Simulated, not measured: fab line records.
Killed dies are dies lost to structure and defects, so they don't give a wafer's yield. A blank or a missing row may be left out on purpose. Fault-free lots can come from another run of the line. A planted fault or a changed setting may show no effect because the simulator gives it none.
Split-lot trial	flow n5-finfet	21 wafers read from 7 lots, route of 1938 steps

## ON THE SPLIT
At N5_BEOL_M13_SPUTTER_43 (material TaN, target thk 15 nm, time 24.19 s), the setting time-s was moved away from the recipe's 24.19 s on 8 of the 21 wafers read, by -14.2% to +14.9%. The other wafers ran this setting at the recipe's value.

## FROM THE SPLIT TO THE READING: what the file shows between them, 4 steps
- N5_BEOL_M13_SPUTTER_44: material Ta, target thk 10 nm, time 16.13 s
- N5_BEOL_M13_SPUTTER_45: material Cu, target thk 80 nm, time 13.33 s
- N5_BEOL_M13_ECD_47: material Cu, target thk 936 nm
- N5_BEOL_M13_ANNEAL_48: time 90 s

## THE READING
barrier-field-endpoint-s, in s, at N5_BEOL_M13_CMP_49 (polishes, stops on SiOC, t overpolish 17.1 s, target thk 420 nm). A value of 30.1 s with a standard deviation of 0.64 s is what fault-free wafers of this fab line usually give.

wafer	tool, chamber at the split	time-s as run, s	against the recipe	barrier-field-endpoint-s, s	against lot-mates on the recipe
L077.3	pvd-sputter-03, -	24.19	recipe	30.3	-
L077.5	pvd-sputter-03, -	21.71	-10.3%	28.9	-1.4
L077.6	pvd-sputter-03, -	21.71	-10.3%	28.0	-2.3
L081.4	pvd-sputter-03, -	24.19	recipe	30.4	-
L081.3	pvd-sputter-03, -	26.28	+8.6%	31.4	+1.0
L081.5	pvd-sputter-03, -	26.28	+8.6%	31.1	+0.7
L084.1	pvd-sputter-02, -	24.19	recipe	29.0	-
L084.2	pvd-sputter-02, -	24.19	recipe	29.4	-
L084.3	pvd-sputter-02, -	24.19	recipe	29.6	-
L085.2	pvd-sputter-01, -	24.19	recipe	29.7	-
L085.3	pvd-sputter-01, -	24.19	recipe	29.4	-
L085.5	pvd-sputter-01, -	24.19	recipe	30.6	-
L091.4	pvd-sputter-02, -	24.19	recipe	29.3	-
L091.1	pvd-sputter-02, -	21.66	-10.5%	27.5	-1.8
L091.6	pvd-sputter-02, -	21.66	-10.5%	27.9	-1.4
L089.4	pvd-sputter-02, -	24.19	recipe	30.1	-
L089.1	pvd-sputter-02, -	24.19	recipe	29.1	-
L089.5	pvd-sputter-02, -	27.79	+14.9%	32.3	+2.7
L094.4	pvd-sputter-03, -	24.19	recipe	30.6	-
L094.2	pvd-sputter-03, -	24.19	recipe	29.8	-
L094.6	pvd-sputter-03, -	20.75	-14.2%	27.4	-2.8

FIT RESULTS
A straight line over all 21 wafers: barrier-field-endpoint-s changes by +0.168 s for each +1% of time-s; r = +0.92; the points scatter about the line by 0.5 s.
The same after taking each lot's own level away (the mean of its wafers on the recipe; 21 wafers): +0.164 s for each +1%; r = +0.94; scatter 0.41 s.
That fit puts the effect of the largest move of time-s on the reading at 2.4 s.
Measured against the standard deviation above, the lots' own levels, which go from 29.30 to 30.40 s, span 1.7 times it.
Hence the lot-to-lot level has little effect on the slope; both slopes agree.
Check: with one of the wafers moved furthest among these (+14.9%) left out of the fit, the line predicts +2.23 s for it against its lot-mates. Against them it came out at +2.7 s.

## THE WHOLE CHAIN: every reading that the file lists as answering this split, in the file's order
step	what it does	reading	change (the file's fit)	r (the file's)
N5_BEOL_M13_SPUTTER_43	material TaN, target thk 15 nm, time 24.19 s	TaN_of_BEOL_M13_SPUTTER_43.thk-nm (the simulator's own value, which no gauge read)	+0.151 nm for each +1% of the setting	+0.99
N5_BEOL_M13_CMP_49	polishes, stops on SiOC, t overpolish 17.1 s, target thk 420 nm	barrier-field-endpoint-s	+0.174 s for each +1% of the setting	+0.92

## FILE'S OWN FIT
barrier-field-endpoint-s changes by +0.174 s for each +1% of time-s, r = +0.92.
